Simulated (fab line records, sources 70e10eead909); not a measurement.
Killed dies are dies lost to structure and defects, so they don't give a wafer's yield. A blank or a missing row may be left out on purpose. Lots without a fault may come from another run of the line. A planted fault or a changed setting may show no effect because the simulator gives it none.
Chamber matching | flow nand_harc | NHARC_P_M0_DEP_32 on pecvd-01: 3 sister chambers
The step deposits SiCN, target thk 30 nm. 14 wafers are shown with their chamber, then 7 later ones without.

WAFERS WITH THEIR CHAMBER
wafer  | chamber | heater_power_w (W)
L078.3 | 1       | 689
L078.5 | 1       | 684
L078.6 | 0       | 540
L079.1 | 2       | 640
L079.2 | 0       | 508
L079.6 | 1       | 668
L081.3 | 2       | 565
L081.4 | 0       | 558
L081.5 | 1       | 683
L085.2 | 0       | 553
L085.4 | 2       | 616
L085.6 | 0       | 543
L087.1 | 2       | 564
L087.5 | 0       | 516

SIGNATURES (means of the wafers above)
reading        | chamber 0 | chamber 1 | chamber 2 | scatter within a chamber
heater_power_w | 536.33    | 681.00    | 596.25    | 24.5
Rule: a wafer's distance from a chamber is the root of the sum, over the readings, of the square of ((its reading less the chamber's mean) divided by the reading's scatter). The wafer belongs to the nearest chamber; if the next one is less than 2 further off, it can't be placed. The scatter: the root of (the sum of the squares of (reading less its chamber's mean) over the shown wafers, divided by (wafers less chambers)).

WAFERS WITHOUT THEIR CHAMBER
wafer  | heater_power_w (W)
L087.6 | 568
L089.1 | 535
L089.2 | 580
L089.6 | 541
L088.1 | 605
L088.5 | 601
L088.6 | 605

WHICH CHAMBER EACH WENT THROUGH
wafer  | from the rows above     | in truth
L087.6 | can't be placed: 2 or 0 | 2
L089.1 | 0                       | 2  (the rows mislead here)
L089.2 | can't be placed: 2 or 0 | 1
L089.6 | 0                       | 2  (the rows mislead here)
L088.1 | 2                       | 2
L088.5 | 2                       | 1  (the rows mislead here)
L088.6 | 2                       | 2
Placed correctly: 2 of 7. Can't be placed from these rows: 2 (the true chamber is among the candidates in 1). Placed wrongly: 3.
